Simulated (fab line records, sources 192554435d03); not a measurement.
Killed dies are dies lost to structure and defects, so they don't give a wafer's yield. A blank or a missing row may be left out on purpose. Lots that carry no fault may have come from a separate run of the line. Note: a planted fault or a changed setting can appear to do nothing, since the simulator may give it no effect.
One fault seen from 3 desks + flow n5_finfet + each desk holds nothing but its own numbers, with what lay behind them at the end

== FOR THE TOOL OWNER'S DESK: euv_scanner-01 ==
The tool's own readings at N5_BEOL_M4_EXPOSE_08 (exposes mask M4): means of the sampled wafers that have a number, for each lot that ran on this tool. The brackets show how far a lot's mean lies from the usual mean; more than 4 standard deviations puts the lot out of limits, marked OUT.
Columns: A = exposure_dose_mJ_cm2 at N5_BEOL_M4_EXPOSE_08, usual 41.16
| lot  | first seen here | A                       |
|------|-----------------|-------------------------|
| L380 | day 8 22:56     | 41.20                   |
| L381 | day 9 06:05     | 41.22                   |
| L387 | day 10 13:58    | 26.74 (-99 or more) OUT |
| L388 | day 10 19:06    | 29.66 (-99 or more) OUT |
| L394 | day 12 02:20    | 30.93 (-99 or more) OUT |
| L393 | day 12 02:42    | 30.95 (-99 or more) OUT |
This desk's verdict: out of limits on L387, L388, L393, L394, starting with L387 at day 10 13:58 (exposure_dose_mJ_cm2 at N5_BEOL_M4_EXPOSE_08). L380, L381 stayed within limits.

== THE DEFECT DESK ==
Lot by lot, what the route's inspections counted, given as the mean of those sampled wafers with a number. The brackets show how far a lot's mean lies from the usual mean; more than 4 standard deviations puts the lot out of limits, marked OUT.
Columns: A = raw_defect_count at N5_BEOL_M4_INSPECT_13, usual 428
| lot  | first seen here | A   |
|------|-----------------|-----|
| L380 | day 8 23:11     | 448 |
| L381 | day 9 06:18     | 381 |
| L387 | day 10 14:12    | 538 |
| L388 | day 10 19:20    | 517 |
| L389 | day 10 21:36    | 456 |
| L394 | day 12 02:33    | 476 |
| L393 | day 12 02:55    | 356 |
| L398 | day 12 21:20    | 339 |
| L399 | day 13 18:37    | 438 |
This desk's finding: nothing out of limits on any of the 9 lots.

== METROLOGY DESK ==
What the gauges read, lot by lot, whatever tool the lot ran on: means of the sampled wafers that have a number. The brackets show how far a lot's mean lies from the usual mean; more than 4 standard deviations puts the lot out of limits, marked OUT. Shown are 7 of the 13 readings it has, namely the first that went out of limits plus those furthest out on some lot.
Columns: A = cd_nm at N5_BEOL_M4_CD_MEAS_11, usual 16.81 nm; B = cd_nm at N5_BEOL_M4_CD_MEAS_18, usual 18.1 nm; C = cd_nm at N5_BEOL_M4_CD_MEAS_35, usual 18.1 nm; D = DIBL_N at N5_BEOL_M4_RC_MEAS_101, usual 35.8 mV/V; E = IOFF_P at N5_BEOL_M4_RC_MEAS_101, usual 0.21 nA/um; F = ION_P at N5_BEOL_M4_RC_MEAS_101, usual 463 uA/um; G = VT_P at N5_BEOL_M4_RC_MEAS_101, usual -250 mV
| lot  | first seen here | A              | B              | C              | D    | E    | F   | G    |
|------|-----------------|----------------|----------------|----------------|------|------|-----|------|
| L380 | day 8 23:03     | 16.87          | 17.8           | 18.1           | 36.5 | 0.23 | 468 | -246 |
| L381 | day 9 06:13     | 16.73          | 17.9           | 17.8           | 37.7 | 0.22 | 465 | -249 |
| L387 | day 10 14:06    | 5.44 (-44) OUT | 6.5 (-31) OUT  | 6.6 (-28) OUT  | -    | -    | -   | -    |
| L388 | day 10 19:14    | 8.01 (-34) OUT | 9.1 (-24) OUT  | 9.1 (-22) OUT  | -    | -    | -   | -    |
| L389 | day 10 21:31    | 16.87          | 17.8           | 18.2           | 34.7 | 0.16 | 454 | -253 |
| L394 | day 12 02:28    | 9.48 (-28) OUT | 10.5 (-21) OUT | 10.5 (-19) OUT | -    | -    | -   | -    |
| L393 | day 12 02:50    | 9.58 (-28) OUT | 11.2 (-19) OUT | 11.3 (-17) OUT | -    | -    | -   | -    |
| L398 | day 12 21:15    | 16.76          | 18.3           | 18.2           | 36.2 | 0.24 | 472 | -248 |
| L399 | day 13 18:32    | 16.63          | 17.9           | 17.6           | 36.9 | 0.21 | 460 | -251 |
This desk's verdict: out of limits on L387, L388, L393, L394, starting with L387 at day 10 14:06 (cd_nm at N5_BEOL_M4_CD_MEAS_11). L380, L381, L389, L398, L399 stayed within limits.

== ALL TOGETHER ==
The tool owner's desk had the chance to raise an alarm at day 10 13:58 on L387, L388, L393, L394.
Metrology desk: alarm possible at day 10 14:06 on L387, L388, L393, L394.
The defect desk saw nothing out of limits.
The defect desk has L387, L388, L393, L394 on record, within its limits.
On euv_scanner-01, each named lot ran N5_BEOL_M4_EXPOSE_08.

== WHAT HAD BEEN PUT IN BY THE SIMULATOR ==
Process parameter drift: euv_scanner-01, from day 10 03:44 on, at N5_BEOL_M4_EXPOSE_08. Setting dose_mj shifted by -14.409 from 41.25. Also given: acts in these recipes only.
Shown lots that were struck: L387, L388, L393, L394.
Fault start to first reading out of limits, in hours, per desk: tool owner, 10; metrology, 10.
